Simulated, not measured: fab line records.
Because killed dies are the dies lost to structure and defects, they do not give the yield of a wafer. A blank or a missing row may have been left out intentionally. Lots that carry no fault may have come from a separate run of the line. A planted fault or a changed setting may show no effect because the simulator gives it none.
A single fault, viewed from 3 desks || flow n5Finfet || what lay behind the numbers comes last; until then each desk has only its own

== FROM THE METROLOGY DESK ==
Lot by lot, what the gauges showed, no matter which tool ran the lot: averages of those sampled wafers that carry a number. The brackets show how far a lot's mean lies from the usual mean; more than 4 standard deviations puts the lot out of limits, marked OUT.
Columns: A = M13_THK at N5_BEOL_M13_THK_MEAS_50, usual 412 nm; B = M13_RS at N5_BEOL_M13_RS_MEAS_54, usual 0.0450 ohm/sq; C = M14_ILD_THK at N5_BEOL_M14_THK_MEAS_01, usual 1126 nm
{"lot": "L757", "first seen here": "day 11 23:41", "A": 412, "B": 0.0453, "C": 1110}
{"lot": "L760", "first seen here": "day 13 20:49", "A": 402, "B": 0.0454, "C": 1130}
{"lot": "L766", "first seen here": "day 15 13:28", "A": 418, "B": 0.0441, "C": 1116}
{"lot": "L767", "first seen here": "day 15 23:12", "A": 413, "B": 0.0444, "C": 1114}
{"lot": "L772", "first seen here": "day 17 10:34", "A": 415, "B": 0.0450, "C": 1116}
{"lot": "L776", "first seen here": "day 17 19:44", "A": 409, "B": 0.0453, "C": 1136}
Result from this desk: across the 6 lots, nothing is out of limits.

== THE TOOL OWNER'S DESK: krfScanner-02 ==
The tool's own readings at N5_BEOL_M14_EXPOSE_07 (exposes mask V13): means of the sampled wafers that have a number, for each lot that ran on this tool. The brackets show how far a lot's mean lies from the usual mean; more than 4 standard deviations puts the lot out of limits, marked OUT.
Columns: A = exposureDoseMJCm2 at N5_BEOL_M14_EXPOSE_07, usual 56.97; B = focusOffsetNm at N5_BEOL_M14_EXPOSE_07, usual 0.0 nm
{"lot": "L757", "first seen here": "day 12 00:25", "A": 56.98, "B": 0.7}
{"lot": "L760", "first seen here": "day 13 21:19", "A": 56.94, "B": -0.3}
{"lot": "L766", "first seen here": "day 15 13:58", "A": "58.19 (+22) OUT", "B": 0.4}
{"lot": "L767", "first seen here": "day 15 23:47", "A": "57.77 (+15) OUT", "B": -0.8}
This desk finds L766, L767 out of limits, L766 being first, at day 15 13:58 (exposureDoseMJCm2 at N5_BEOL_M14_EXPOSE_07). L757, L760: within limits.

== THE DEFECT DESK ==
Counts from the inspections along the route, per lot, as means over the sampled wafers that have a number. The brackets show how far a lot's mean lies from the usual mean; more than 4 standard deviations puts the lot out of limits, marked OUT.
Columns: A = rawDefectCount at N5_BEOL_M13_INSPECT_55, usual 72
{"lot": "L757", "first seen here": "day 11 23:51", "A": 78}
{"lot": "L760", "first seen here": "day 13 20:58", "A": 80}
{"lot": "L766", "first seen here": "day 15 13:37", "A": 54}
{"lot": "L767", "first seen here": "day 15 23:22", "A": 73}
{"lot": "L772", "first seen here": "day 17 10:44", "A": 43}
{"lot": "L776", "first seen here": "day 17 19:53", "A": 52}
Result from this desk: across the 6 lots, nothing is out of limits.

== TAKEN TOGETHER ==
At day 15 13:58, on L766, L767, the tool owner's desk was in a position to raise an alarm.
The metrology desk saw nothing out of limits.
Nothing out of limits was seen by the defect desk.
The metrology desk holds a record of L766, L767, inside its limits.
The defect desk has L766, L767 on record, within its limits.
On krfScanner-02, each named lot ran N5_BEOL_M14_EXPOSE_07.

== WHAT HAD BEEN PUT IN BY THE SIMULATOR ==
Process parameter drift: krfScanner-02, from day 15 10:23 on, at N5_BEOL_M14_EXPOSE_07. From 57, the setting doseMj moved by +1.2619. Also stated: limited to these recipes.
Struck lots among those shown: L766, L767.
Time in hours from fault onset to the first out-of-limits reading at each desk: the tool owner's desk, 4.
